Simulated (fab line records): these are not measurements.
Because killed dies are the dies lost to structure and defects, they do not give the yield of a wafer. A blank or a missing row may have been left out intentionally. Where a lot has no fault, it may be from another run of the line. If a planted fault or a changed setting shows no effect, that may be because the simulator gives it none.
fab line records	flow n5_finfet
[record] lots = 10	wafers = 30	last_day = 18
route steps=1938 shown BEOL_M9@1417 PASSIVATION@1936
lots with no fault: from the same line, run without faults
start_h: hours from the record's first day to the start of the lot's first wafer shown	wait_h: time in hours since the lot's previous step	" repeats the value in the row above	L1.1+2: several wafers, shown together as one row	- no value present, or no start provided	* or withheld: withheld	< > ~ a bound
route shown NAME@n: a module of which the file shows steps, and the number in the route of the first	usual: mean/standard deviation taken from wafers without a fault	same: alike in all rows	chamber/n: place in a boat	sites: per-site readings	_std_site: standard deviation across them	_edge_site: outer sites' mean less inner sites'	radius_mm: how far each site lies from the wafer's centre	mask NAME#n: copy n	behind: tool/chamber where the wafer was last shaped	hold: reason for holding the lot/hours on hold/outcome of the hold	device: which transistor (n, p or np) failed to switch	end of line: at the end of the route, the tests of the same wafers	a step with no rows: only its recipe	killed: at the first sort, the dies lost to defects and structure; wafer yield is something else	map: a wafer's dies, marking killed ones x, the rest . and places with no die _
set.NAME: setting as actually run; set.NAME@STEP: the setting as run at that earlier step	model.NAME: the simulator's own value behind a step, which no gauge read
route steps across a sampled set of lots; one table per step, one row per wafer
services: a tool's chamber out of use, with start hour (start_h, from the record's first day; less than 0 if before it), hours out, and reason
[[steps]]
[step N5_BEOL_M9_DESCUM_16]
[recipe] chemistry = O2	time_s = 7.9	source_power_w = 50	bias_power_w = 20	pressure_mtorr = 20	rf_frequency_hz = 2.712e+07	temp_c = 40	resist = CAR-ArF	o2_flow_sccm = 225
[usual] drypump_motor_current_A = 5.5/0.38	oes_product_au = 0.79/0.082	rf_vpp_V = 243.5/1.3	showerhead_plenum_p_Torr = 2.11/0.07	throttle_valve_pct = 20.55/0.15
lot.wafer	tool	chamber	start_h	wait_h	drypump_motor_current_A	oes_product_au	rf_hours_counter_h	rf_vpp_V	showerhead_plenum_p_Torr	throttle_valve_pct
L260.1	rie_diel-05	0	206.97	0.6	5.0	1.00	1	243.9	2.15	20.70
L260.4	"	1	"	"	6.2	0.80	95	242.6	2.10	20.45
L260.6	"	1	"	"	6.2	0.80	-	244.6	2.10	20.44
L263.1	rie_diel-04	0	218.76	0.0	5.5	0.72	202	244.1	2.19	20.42
L263.2	"	3	"	"	5.4	0.68	239	241.8	2.05	20.66
L263.4	"	2	"	"	5.0	0.90	-	244.5	2.13	20.49
L266.2	rie_diel-04	3	236.81	0.0	5.4	0.67	248	241.6	2.04	20.68
L266.3	"	0	"	"	5.5	0.71	211	243.6	2.19	20.41
L266.4	"	2	"	"	5.0	0.88	27	242.8	2.13	20.49
L268.3	rie_diel-05	1	252.19	0.3	6.2	0.79	105	242.8	2.09	20.45
L268.4	"	2	"	"	5.7	0.73	178	240.6	2.00	20.75
L268.6	"	3	"	"	5.4	0.72	-	241.8	1.99	20.40
L269.2	rie_diel-05	2	274.57	0.3	5.6	0.72	184	242.4	2.00	20.76
L269.5	"	0	"	"	5.0	0.91	-	243.9	2.14	20.75
L269.6	"	1	"	"	6.2	0.78	-	243.8	2.09	20.46
L273.1	rie_diel-02	2	293.70	0.1	5.7	0.73	186	244.5	2.17	20.53
L273.2	"	3	"	"	5.7	0.87	44	245.2	2.20	20.26
L273.5	"	1	"	"	6.0	0.85	-	242.7	2.10	20.68
L274.1	rie_diel-02	1	302.95	0.0	6.1	0.84	79	243.3	2.10	20.66
L274.4	"	0	"	"	5.6	0.77	-	243.5	2.10	20.62
L274.5	"	1	"	"	6.1	0.85	-	244.3	2.10	20.67
L279.2	rie_diel-05	2	321.96	0.1	5.7	0.72	198	240.9	2.00	20.82
L279.4	"	1	"	"	6.2	0.77	126	243.1	2.09	20.48
L279.6	"	2	"	"	5.7	0.72	-	241.2	2.00	20.79
L281.1	rie_diel-05	0	354.55	0.0	4.9	0.88	42	245.4	2.14	20.77
L281.3	"	1	"	"	6.2	0.76	135	241.6	2.08	20.52
L281.6	"	2	"	"	5.6	0.71	-	243.1	1.99	20.80
L283.1	rie_diel-02	1	371.66	0.2	6.0	0.82	99	242.9	2.09	20.71
L283.3	"	3	"	"	5.7	0.84	65	244.0	2.20	20.29
L283.6	"	1	"	"	6.1	0.83	-	242.1	2.09	20.70
[step N5_BEOL_M9_HM_OPEN_17]
[recipe] chemistry = Cl2/BCl3	target_depth_a = 200	overetch_a = 60	target = TiN	mask_material = SOC	ion_energy_ev = 150	pressure_mtorr = 10	icp_w = 1000	bias_w = 126	Cl2_flow_sccm = 53.25	bcl3_flow_sccm = 21.75	Ar_flow_sccm = 25
[usual] bcl3_flow_sccm = 21.75/0.063	drypump_motor_current_A = 5.6/0.36	he_backside_leak_sccm = 3.4/0.47	mfc_ar_sccm = 25.00/0.079	oes_product_au = 0.69/0.12	throttle_valve_pct = 22.27/0.17
lot.wafer	tool	chamber	start_h	wait_h	bcl3_flow_sccm	drypump_motor_current_A	he_backside_leak_sccm	mfc_ar_sccm	oes_product_au	rf_hours_counter_h	throttle_valve_pct
L260.1	rie_metal-02	1	207.24	0.0	21.66	5.7	3.3	24.97	0.79	3	22.31
L260.4	"	1	"	"	21.74	5.7	3.3	25.02	0.79	-	22.31
L260.6	"	1	"	"	21.70	5.7	3.2	24.93	0.79	-	22.30
L263.1	rie_metal-03	1	219.03	0.0	21.72	5.3	3.3	25.09	0.51	120	22.14
L263.2	"	0	"	"	21.82	6.1	3.5	24.89	0.55	114	22.44
L263.4	"	0	"	"	21.76	6.1	3.6	24.92	0.55	-	22.45
L266.2	rie_metal-02	0	237.08	0.0	21.79	5.4	3.1	25.09	0.54	105	22.21
L266.3	"	1	"	"	21.88	5.7	3.2	24.97	0.75	-	22.33
L266.4	"	0	"	"	21.76	5.4	3.6	25.04	0.54	-	22.22
L268.3	rie_metal-03	1	252.49	0.1	21.79	5.3	3.1	25.11	0.52	-	22.13
L268.4	"	0	"	"	21.73	6.1	3.4	24.90	0.55	-	22.43
L268.6	"	1	"	"	21.89	5.3	2.9	25.00	0.52	-	22.11
L269.2	rie_metal-01	0	274.84	0.0	21.76	6.1	3.4	25.00	0.74	15	22.47
L269.5	"	1	"	"	21.87	5.1	3.6	25.06	0.74	-	22.43
L269.6	"	0	"	"	21.76	6.1	3.3	24.87	0.75	-	22.47
L273.1	rie_metal-01	1	293.97	0.0	21.81	5.1	3.5	25.12	0.74	22	22.41
L273.2	"	0	"	"	21.81	6.1	3.3	24.93	0.74	17	22.48
L273.5	"	1	"	"	21.84	5.1	3.5	25.00	0.72	-	22.44
L274.1	rie_metal-03	1	303.22	0.0	21.77	5.3	3.1	24.97	0.81	2	21.99
L274.4	"	1	"	"	21.90	5.3	3.3	25.14	0.81	-	21.98
L274.5	"	1	"	"	21.69	5.3	3.2	24.96	0.82	-	21.98
L279.2	rie_metal-03	0	322.23	0.0	21.82	6.1	3.3	25.04	0.85	0	22.29
L279.4	"	1	"	"	21.71	5.3	3.4	24.96	0.81	-	21.97
L279.6	"	0	"	"	21.65	6.1	3.2	25.05	0.84	-	22.28
L281.1	rie_metal-01	1	354.82	0.0	21.72	5.1	3.4	25.09	0.72	27	22.45
L281.3	"	0	"	"	21.86	6.1	3.5	24.93	0.72	-	22.49
L281.6	"	1	"	"	21.82	5.1	3.3	24.91	0.71	-	22.45
L283.1	rie_metal-01	1	371.93	0.0	21.77	5.1	3.7	25.00	0.69	29	22.49
L283.3	"	1	"	"	21.81	5.1	3.6	25.00	0.70	-	22.49
L283.6	"	1	"	"	21.79	5.1	3.5	25.03	0.69	-	22.47
[step N5_BEOL_M9_STRIP_19]
[recipe] chemistry = O2	power_w = 400	temp_c = 40	pressure_mtorr = 30	rf_frequency_hz = 6e+07	bias_power_w = 0	overash_fraction = 0.2	o2_flow_sccm = 225
[usual] drypump_motor_current_A = 5.6/0.38	oes_product_au = 0.79/0.075	rf_vpp_V = 3.6/0.64	showerhead_plenum_p_Torr = 2.12/0.065	throttle_valve_pct = 16.77/0.14
lot.wafer	tool	chamber	start_h	wait_h	drypump_motor_current_A	oes_product_au	rf_hours_counter_h	rf_vpp_V	showerhead_plenum_p_Torr	throttle_valve_pct
L260.1	rie_diel-04	3	207.44	0.2	5.4	0.67	236	4.3	2.05	16.97
L260.4	"	2	"	"	4.9	0.90	16	2.6	2.14	16.68
L260.6	"	2	"	"	5.0	0.92	-	3.2	2.14	16.69
L263.1	rie_diel-02	1	219.17	0.1	6.1	0.86	55	4.0	2.11	16.84
L263.2	"	2	"	"	5.7	0.75	164	2.9	2.18	16.73
L263.4	"	0	"	"	5.6	0.79	116	3.9	2.11	16.78
L266.2	rie_diel-05	2	237.19	0.1	5.7	0.73	174	3.0	2.01	16.97
L266.3	"	3	"	"	5.4	0.74	194	3.1	1.99	16.69
L266.4	"	1	"	"	6.1	0.79	101	4.6	2.10	16.68
L268.3	rie_diel-02	1	252.57	0.1	6.1	0.86	65	3.0	2.11	16.85
L268.4	"	3	"	"	5.7	0.87	34	4.7	2.21	16.46
L268.6	"	2	"	"	5.7	0.75	-	3.3	2.18	16.75
L269.2	rie_diel-05	1	275.07	0.2	6.2	0.79	112	3.9	2.10	16.72
L269.5	"	2	"	"	5.7	0.73	-	3.5	2.01	17.00
L269.6	"	1	"	"	6.2	0.79	-	3.4	2.10	16.71
L273.1	rie_diel-05	1	294.08	0.1	6.2	0.78	118	2.6	2.09	16.74
L273.2	"	3	"	"	5.4	0.72	206	2.9	1.99	16.71
L273.5	"	1	"	"	6.2	0.77	-	3.3	2.09	16.74
L274.1	rie_diel-02	2	303.43	0.2	5.7	0.72	189	3.8	2.17	16.80
L274.4	"	1	"	"	6.1	0.84	-	3.6	2.10	16.89
L274.5	"	2	"	"	5.7	0.72	-	3.8	2.17	16.77
L279.2	rie_diel-05	2	322.38	0.1	5.7	0.71	199	3.7	2.00	17.02
L279.4	"	1	"	"	6.2	0.76	126	2.3	2.09	16.75
L279.6	"	0	"	"	4.9	0.91	-	2.9	2.14	16.91
L281.1	rie_diel-02	1	354.93	0.1	6.0	0.82	94	3.7	2.10	16.90
L281.3	"	2	"	"	5.7	0.72	206	3.5	2.17	16.82
L281.6	"	2	"	"	5.7	0.71	-	3.1	2.17	16.83
L283.1	rie_diel-04	1	372.05	0.1	5.0	0.71	197	3.3	2.17	16.87
L283.3	"	3	"	"	5.3	0.91	23	2.7	2.04	16.58
L283.6	"	2	"	"	5.0	0.82	-	3.2	2.12	16.79
[step N5_BEOL_M9_EXPOSE_25]
[recipe] mask_id = V8	na = 0.33	source_shape = annular	sigma_inner = 0.4	sigma_outer = 0.8	polarization = unpolarized	dose_mj = 37.25
[usual] exposure_dose_mJ_cm2 = 37.22/0.05	focus_offset_nm = -0.1/0.53
[same] sigma_outer = 0.8
lot.wafer	tool	chamber	start_h	wait_h	mask	exposure_dose_mJ_cm2	focus_offset_nm
L260.1	euv_scanner-01	0	208.79	-	V8#0	37.25	-0.7
L260.4	"	0	"	"	V8#0	37.27	0.0
L260.6	"	0	"	"	V8#0	37.31	0.3
L263.1	euv_scanner-01	0	219.54	-	V8#0	37.26	-0.1
L263.2	"	0	"	"	V8#0	37.18	-0.7
L263.4	"	0	"	"	V8#0	37.22	-0.4
L266.2	euv_scanner-01	0	239.80	-	V8#0	37.19	0.5
L266.3	"	0	"	"	V8#0	37.18	-0.1
L266.4	"	0	"	"	V8#0	37.23	0.7
L268.3	euv_scanner-01	0	255.47	-	V8#0	37.27	0.1
L268.4	"	0	"	"	V8#0	37.28	-0.5
L268.6	"	0	"	"	V8#0	37.30	-0.6
L269.2	euv_scanner-01	0	276.17	-	V8#0	37.23	-0.7
L269.5	"	0	"	"	V8#0	37.25	-2.0
L269.6	"	0	"	"	V8#0	37.25	-0.6
L273.1	euv_scanner-01	0	295.60	-	V8#0	38.36	0.4
L273.2	"	0	"	"	V8#0	38.40	-1.0
L273.5	"	0	"	"	V8#0	38.37	0.3
L274.1	euv_scanner-01	0	306.15	-	V8#0	38.17	-0.5
L274.4	"	0	"	"	V8#0	38.19	-0.6
L274.5	"	0	"	"	V8#0	38.13	0.1
L279.2	euv_scanner-02	0	323.43	-	V8#0	37.20	0.4
L279.4	"	0	"	"	V8#0	37.23	-0.1
L279.6	"	0	"	"	V8#0	37.19	-0.5
L281.1	euv_scanner-02	0	356.99	-	V8#0	37.13	-0.4
L281.3	"	0	"	"	V8#0	37.14	-0.4
L281.6	"	0	"	"	V8#0	37.14	-0.2
L283.1	euv_scanner-02	0	372.69	-	V8#0	37.17	0.2
L283.3	"	0	"	"	V8#0	37.18	0.4
L283.6	"	0	"	"	V8#0	37.19	0.1
[step N5_PASSIVATION_PROBE_49]
[usual] defect_limited_yield = 91.0/1.3	killed_at_M0_to_M3 = 33/10	killed_at_M4_up = 14/5.6	killed_at_contacts = 12/5.8	killed_at_front_end = 43/11	killed_at_other = 4.1/2.8	killed_dies = 106/15	killed_open = 70/12	killed_short = 34/7.5	sort_bin_5_function = 5.3/0.88	sort_bin_6_memory = 3.3/0.64	sort_bin_8_speed = 0.00/0.016	sort_n_pass = 1074/15	sort_yield_pct = 91.0/1.3
[same] gross_dies = 1180	killed_at_back_side = 0	sort_bin_4_leakage[%] = 0
lot.wafer	tool	chamber	start_h	wait_h	defect_limited_yield[%]	killed_at_M0_to_M3	killed_at_M4_up	killed_at_contacts	killed_at_front_end	killed_at_other	killed_dies	killed_open	killed_short	sort_bin_5_function[%]	sort_bin_6_memory[%]	sort_bin_8_speed[%]	sort_n_pass	sort_yield_pct[%]
L273.1	prober-02	-	357.25	0.0	92.3	31	18	4	36	2	91	59	26	4.5	3.1	0	1089	92.3
L273.2	prober-02	-	357.30	0.1	90.7	43	18	5	41	3	110	73	34	5.3	3.8	0	1070	90.7
L273.5	prober-02	-	357.45	0.2	91.9	35	16	7	33	5	96	59	37	5.5	2.2	0	1084	91.9
// killed by level:class
L273.1 BEOL_M4:geometric_particle:open=11 STI_FIN_REVEAL:geometric_particle:open=8 BEOL_M0_SAQP:geometric_particle:short=8 BEOL_M0_SAQP:geometric_particle:open=6 BEOL_M2:geometric_particle:open=5 FIN_SAQP:geometric_particle:short=4 MOL_CONTACT_COAG:geometric_particle:open=4 BEOL_M3:geometric_particle:open=4
L273.2 BEOL_M4:geometric_particle:open=12 BEOL_M3:geometric_particle:open=11 STI_FIN_REVEAL:geometric_particle:open=10 FIN_SAQP:geometric_particle:short=9 BEOL_M0_SAQP:geometric_particle:short=7 BEOL_M0_SAQP:geometric_particle:open=7 BEOL_M1:geometric_particle:open=7 MOL_CONTACT_COAG:geometric_particle:open=5
L273.5 BEOL_M4:geometric_particle:open=12 BEOL_M0_SAQP:geometric_particle:short=11 STI_FIN_REVEAL:geometric_particle:open=10 BEOL_M0_SAQP:geometric_particle:open=10 MOL_CONTACT_COAG:geometric_particle:open=5 STI_FIN_REVEAL:geometric_particle:short=4 BEOL_M2:geometric_particle:open=4 STARTING-WAFER:geometric_particle:short=4
[[services]]
tool	chamber	start_h	hours	kind
rie_metal-01	-	197.18	2.8	pm
euv_scanner-01	-	201.22	1.0	pm
euv_scanner-01	-	210.44	4.6	pm
rie_diel-05	1	213.02	4.7	repair
rie_diel-04	1	214.95	6.7	repair
euv_scanner-02	-	219.45	1.0	pm
rie_diel-04	1	222.61	13.5	repair
rie_diel-05	1	230.47	5.5	repair
rie_diel-02	1	230.65	2.4	repair
euv_scanner-01	-	257.37	1.0	pm
rie_diel-05	3	263.47	13.5	repair
rie_metal-03	-	270.28	0.5	repair
euv_scanner-02	-	275.60	1.0	pm
euv_scanner-01	-	277.77	0.1	repair
euv_scanner-02	-	280.44	6.2	repair
rie_diel-02	3	294.20	9.6	repair
euv_scanner-01	-	308.42	0.4	repair
euv_scanner-01	-	313.52	1.0	pm
rie_metal-01	-	314.71	0.2	repair
euv_scanner-02	-	326.44	4.6	pm
rie_diel-04	3	330.35	22.4	repair
euv_scanner-02	-	331.75	1.0	pm
euv_scanner-02	-	359.89	0.3	repair
euv_scanner-01	-	369.67	1.0	pm
[[key]]
[first_sign] step = N5_BEOL_M9_EXPOSE_25	reading = exposure_dose_mJ_cm2	direction = up	sigmas = 21	usual = 37.22	struck = 38.27
effect none on later readings
met_at N5_BEOL_M9_EXPOSE_25
struck_lots L273,L274
[loop_trim] step = N5_BEOL_M9_EXPOSE_25	setting = dose	lots = L273,L274
not_acting_at N5_BEOL_M9_DESCUM_16,N5_BEOL_M9_HM_OPEN_17,N5_BEOL_M9_STRIP_19
onset_between 276.17 295.60
[fault] kind = process_parameter_drift	tool = euv_scanner-01	chamber = -	onset_h = 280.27	steps = N5_BEOL_M9_EXPOSE_25	channel = dose_mj	offset = 2.1483	shape = step	acts_in = these_recipes_only	stated = 37.25
// loop_trim: a control loop set the setting to another value than it would have without faults
